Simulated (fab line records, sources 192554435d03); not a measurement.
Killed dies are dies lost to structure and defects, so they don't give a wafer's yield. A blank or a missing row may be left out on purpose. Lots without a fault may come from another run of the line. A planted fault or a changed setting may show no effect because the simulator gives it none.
Chamber matching | flow n5_finfet | N5_BEOL_M1_STRIP_36 on rie_diel-05: 4 sister chambers
The step strips in N2/H2. 4 wafers are shown with their chamber, then 7 later ones without.

WAFERS WITH THEIR CHAMBER
wafer  | chamber | drypump_motor_current_A (A)
L082.1 | 0       | 5.9
L082.5 | 1       | 5.6
L090.3 | 2       | 5.9
L090.5 | 3       | 6.4

WAFERS WITHOUT THEIR CHAMBER
wafer  | drypump_motor_current_A (A)
L090.6 | 5.9
L094.1 | 5.8
L094.2 | 6.4
L094.4 | 5.9
L096.1 | 6.4
L096.2 | 5.9
L096.3 | 5.8

WHICH CHAMBER EACH WENT THROUGH
wafer  | from the rows above          | in truth
L090.6 | can't be placed: 0 or 2      | 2
L094.1 | can't be placed: 0 or 2 or 1 | 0
L094.2 | 3                            | 3
L094.4 | can't be placed: 0 or 2      | 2
L096.1 | 3                            | 3
L096.2 | can't be placed: 0 or 2      | 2
L096.3 | can't be placed: 0 or 2 or 1 | 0
Placed correctly: 2 of 7. Can't be placed from these rows: 5 (the true chamber is among the candidates in 5). Placed wrongly: 0.
How it was worked out, from the rows above alone: a wafer's distance from a chamber is the root of the sum, over the readings, of the square of ((its reading less the chamber's mean) divided by the reading's scatter). The wafer belongs to the nearest chamber; if the next one is less than 2 further off, it can't be placed. A chamber's mean is the mean of its shown wafers. The scatter: with one shown wafer a chamber, the root of the mean of the squares of how far each hidden wafer lies from its nearest shown one.
